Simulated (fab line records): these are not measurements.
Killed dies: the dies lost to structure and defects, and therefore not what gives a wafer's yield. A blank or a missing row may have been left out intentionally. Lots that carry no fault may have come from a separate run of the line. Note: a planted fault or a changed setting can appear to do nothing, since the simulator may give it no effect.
Which tool is to blame? | flow nandHarc | 42 wafers from 14 lots sampled at 4 of the route's 1159 steps

## WHAT THE GAUGES SHOWED, per wafer
The record lacks any reading of a measuring or inspecting step that a usual standard deviation could be used to judge.

## EACH LOT AND THE TOOL THAT RAN IT (in order: tool; ch and the chambers of the sampled wafers; start)
lot  | NHARC_A_CHANNEL_FILL_D1_CMP_10 | NHARC_A_STAIRCASE_ETCH_169        | NHARC_A_STAIRCASE_PEB_07         | NHARC_A_STAIRCASE_TRIM_14
L516 | cmp-03 ch 0,3, day 12 22:03    | rieDiel-12 ch 0,2,3, day 13 00:01 | lithoTrack-05, day 13 01:36      | rieDiel-12 ch 2,3, no start
L515 | cmp-02 ch 1,2,3, day 12 22:06  | rieDiel-04 ch 0,1,2, day 12 23:48 | lithoTrack-03, day 13 01:19      | rieDiel-12 ch 1,2,3, no start
L519 | cmp-03 ch 0,3, day 14 00:06    | rieDiel-12 ch 1,2,3, day 14 02:07 | lithoTrack-07 ch 0, day 14 03:35 | rieDiel-12 ch 2,3, no start
L520 | cmp-01 ch 0,2,3, day 14 00:08  | rieDiel-04 ch 2,3, day 14 01:52   | lithoTrack-03 ch 0, day 14 03:20 | rieDiel-12 ch 0,1,2, no start
L518 | cmp-01 ch 0,2,3, day 14 03:39  | rieDiel-04 ch 0,2,3, day 14 05:42 | lithoTrack-03 ch 0, day 14 07:07 | rieDiel-04 ch 1,2, no start
L521 | cmp-03 ch 0,1,3, day 14 12:44  | rieDiel-12 ch 0,1,2, day 14 14:34 | lithoTrack-05 ch 0, day 14 15:52 | rieDiel-08 ch 0,1, no start
L524 | cmp-01 ch 1,2,3, day 14 20:24  | rieDiel-08 ch 1,2, day 14 22:10   | lithoTrack-07 ch 0, day 14 23:38 | rieDiel-04 ch 0,2, no start
L525 | cmp-03 ch 0,1,2, day 14 20:25  | rieDiel-12 ch 1,2, day 14 22:37   | lithoTrack-05 ch 0, day 15 00:05 | rieDiel-08 ch 0,1,3, no start
L522 | cmp-01 ch 2,3, day 15 03:25    | rieDiel-04 ch 0,1,3, day 15 05:10 | lithoTrack-07 ch 0, day 15 06:34 | rieDiel-12 ch 0,3, no start
L523 | cmp-03 ch 0,1,2, day 15 03:25  | rieDiel-12 ch 0,1,2, day 15 05:28 | lithoTrack-05 ch 0, day 15 06:50 | rieDiel-08 ch 0,2, no start
L527 | cmp-01 ch 1,2,3, day 15 18:59  | rieDiel-08 ch 1,2,3, day 15 20:47 | lithoTrack-03 ch 0, day 15 23:28 | rieDiel-12 ch 0,2,3, no start
L526 | cmp-03 ch 0,2, day 15 22:22    | rieDiel-08 ch 2,3, day 16 00:08   | lithoTrack-05 ch 0, day 16 01:57 | rieDiel-04 ch 0,1,2, no start
L529 | cmp-03 ch 1,2, day 16 11:11    | rieDiel-08 ch 0,2,3, day 16 12:56 | lithoTrack-05 ch 0, day 16 14:22 | rieDiel-12 ch 2,3, no start
L528 | cmp-02 ch 2,3, day 16 11:12    | rieDiel-12 ch 0,1, day 16 13:06   | lithoTrack-07 ch 0, day 16 14:38 | rieDiel-04 ch 0,3, no start
- NHARC_A_CHANNEL_FILL_D1_CMP_10: polishes, target thk 150 nm.
- NHARC_A_STAIRCASE_ETCH_169: etches the open film in CH3F/O2, target depth 50 nm, time 107.1 s.
- NHARC_A_STAIRCASE_PEB_07: peb time 130 s.
- NHARC_A_STAIRCASE_TRIM_14: chemistry O2, time 211.2 s.

## WHAT THE TOOLS THEMSELVES READ (means of the sampled wafers that have a number; where no wafer has one, the mark that the record gives instead)
NHARC_A_CHANNEL_FILL_D1_CMP_10.
lot  | tool   | motorCurrentA (A) | slurryFilterDpKPa (kPa) | timeToEndpointS (s)
L516 | cmp-03 | 12.6              | 13.47                   | 16.0
L515 | cmp-02 | 13.3              | 13.59                   | 16.5
L519 | cmp-03 | 13.1              | 13.49                   | 19.8
L520 | cmp-01 | 12.3              | 13.50                   | 11.3
L518 | cmp-01 | 12.3              | 13.43                   | 16.8
L521 | cmp-03 | 12.4              | 13.49                   | 14.6
L524 | cmp-01 | 11.6              | 13.42                   | 12.2
L525 | cmp-03 | 12.1              | 13.54                   | 16.0
L522 | cmp-01 | 11.2              | 13.56                   | 15.6
L523 | cmp-03 | 12.4              | 13.46                   | 18.1
L527 | cmp-01 | 11.4              | 13.49                   | 17.6
L526 | cmp-03 | 12.8              | 13.42                   | 15.2
L529 | cmp-03 | 12.4              | 13.53                   | 16.9
L528 | cmp-02 | 12.4              | 13.62                   | 18.1

NHARC_A_STAIRCASE_ETCH_169.
lot  | tool       | drypumpMotorCurrentA (A) | oesProductAu (a.u.) | rfVppV (V) | showerheadPlenumPTorr (Torr) | throttleValvePct (%)
L516 | rieDiel-12 | 5.5                      | 0.935               | 245.1      | 2.53                         | 20.660
L515 | rieDiel-04 | 5.8                      | 0.919               | 245.4      | 2.50                         | 20.660
L519 | rieDiel-12 | 5.6                      | 0.943               | 245.4      | 2.53                         | 20.667
L520 | rieDiel-04 | 6.0                      | 0.969               | 244.4      | 2.46                         | 20.663
L518 | rieDiel-04 | 5.8                      | 0.953               | 244.0      | 2.47                         | 20.668
L521 | rieDiel-12 | 5.8                      | 0.948               | 244.3      | 2.47                         | 20.659
L524 | rieDiel-08 | 5.6                      | 0.962               | 246.1      | 2.59                         | 20.663
L525 | rieDiel-12 | 5.8                      | 0.915               | 245.2      | 2.47                         | 20.673
L522 | rieDiel-04 | 5.6                      | 0.945               | 244.4      | 2.48                         | 20.662
L523 | rieDiel-12 | 5.7                      | 0.921               | 244.6      | 2.47                         | 20.665
L527 | rieDiel-08 | 5.8                      | 0.949               | 246.0      | 2.57                         | 20.661
L526 | rieDiel-08 | 5.7                      | 0.927               | 244.6      | 2.57                         | 20.658
L529 | rieDiel-08 | 5.6                      | 0.976               | 246.0      | 2.51                         | 20.668
L528 | rieDiel-12 | 5.9                      | 0.912               | 243.2      | 2.39                         | 20.670

NHARC_A_STAIRCASE_PEB_07.
lot  | tool          | chillPlateTempC (C) | exhaustPa (Pa) | heaterPowerTotalW (W)
L516 | lithoTrack-05 | -                   | -              | -
L515 | lithoTrack-03 | -                   | -              | -
L519 | lithoTrack-07 | 23.13               | 46.2           | 123.84
L520 | lithoTrack-03 | 22.85               | 45.4           | 123.98
L518 | lithoTrack-03 | 22.99               | 45.5           | 124.06
L521 | lithoTrack-05 | 22.97               | 44.6           | 123.85
L524 | lithoTrack-07 | 23.10               | 44.6           | 123.97
L525 | lithoTrack-05 | 22.94               | 45.4           | 124.03
L522 | lithoTrack-07 | 22.94               | 45.1           | 123.84
L523 | lithoTrack-05 | 22.88               | 46.0           | 123.77
L527 | lithoTrack-03 | 23.03               | 43.8           | 123.76
L526 | lithoTrack-05 | 23.09               | 45.7           | 123.99
L529 | lithoTrack-05 | 23.01               | 45.3           | 123.88
L528 | lithoTrack-07 | 22.97               | 44.1           | 123.90

NHARC_A_STAIRCASE_TRIM_14.
lot  | tool       | drypumpMotorCurrentA (A) | oesProductAu (a.u.) | rfVppV (V) | showerheadPlenumPTorr (Torr) | throttleValvePct (%)
L516 | rieDiel-12 | 5.33                     | 0.999               | 58.0       | 3.72                         | 17.032
L515 | rieDiel-12 | 5.58                     | 0.997               | 57.2       | 3.64                         | 17.039
L519 | rieDiel-12 | 5.35                     | 0.988               | 58.0       | 3.72                         | 17.029
L520 | rieDiel-12 | 5.74                     | 0.996               | 58.6       | 3.55                         | 17.035
L518 | rieDiel-04 | 5.97                     | 1.005               | 57.5       | 3.57                         | 17.039
L521 | rieDiel-08 | 5.38                     | 1.007               | 56.9       | 3.54                         | 17.038
L524 | rieDiel-04 | 5.96                     | 0.991               | 58.5       | 3.55                         | 17.038
L525 | rieDiel-08 | 5.70                     | 1.010               | 58.6       | 3.61                         | 17.032
L522 | rieDiel-12 | 5.50                     | 0.988               | 58.6       | 3.52                         | 17.043
L523 | rieDiel-08 | 5.33                     | 1.010               | 58.0       | 3.54                         | 17.035
L527 | rieDiel-12 | 5.45                     | 0.988               | 57.5       | 3.62                         | 17.041
L526 | rieDiel-04 | 5.79                     | 0.991               | 57.3       | 3.57                         | 17.029
L529 | rieDiel-12 | 5.42                     | 1.002               | 57.7       | 3.72                         | 17.041
L528 | rieDiel-04 | 5.62                     | 0.987               | 57.1       | 3.53                         | 17.045

## THE ANSWER, worked out from the rows above alone
Rule: usual is defined by the lots themselves. The widest of any qualifying gaps counts: lots, ordered by their means at a reading, are off when they make up no more than a third of the lots, leave a main group of 4 or more, and stand apart from it by 3 or more times the standard deviation of that group's means. Not used: any main group whose means are identical at the precision the tables above print for the reading. A lot without any number at a reading at which 4 lots or more have one is off too. All remaining lots with rows at the step are treated as sound. The gauges are gone through in route order, then the tools' own readings, and for those a lot's mean is taken as printed above. The first step at which some lot is off is used, and at that step the reading that is off furthest; a lot without a number counts as furthest.
Off: L516, L515 (NHARC_A_STAIRCASE_PEB_07, chillPlateTempC). Without a number there: L516, L515. The main group has a mean of 22.99 C with a standard deviation of 0.082.
A tool fits if, at that step or a process step before it, it ran every lot that is off, and no sound lot after the first of them. Of those tried, none fits.

## WHAT THE SIMULATOR PUT IN
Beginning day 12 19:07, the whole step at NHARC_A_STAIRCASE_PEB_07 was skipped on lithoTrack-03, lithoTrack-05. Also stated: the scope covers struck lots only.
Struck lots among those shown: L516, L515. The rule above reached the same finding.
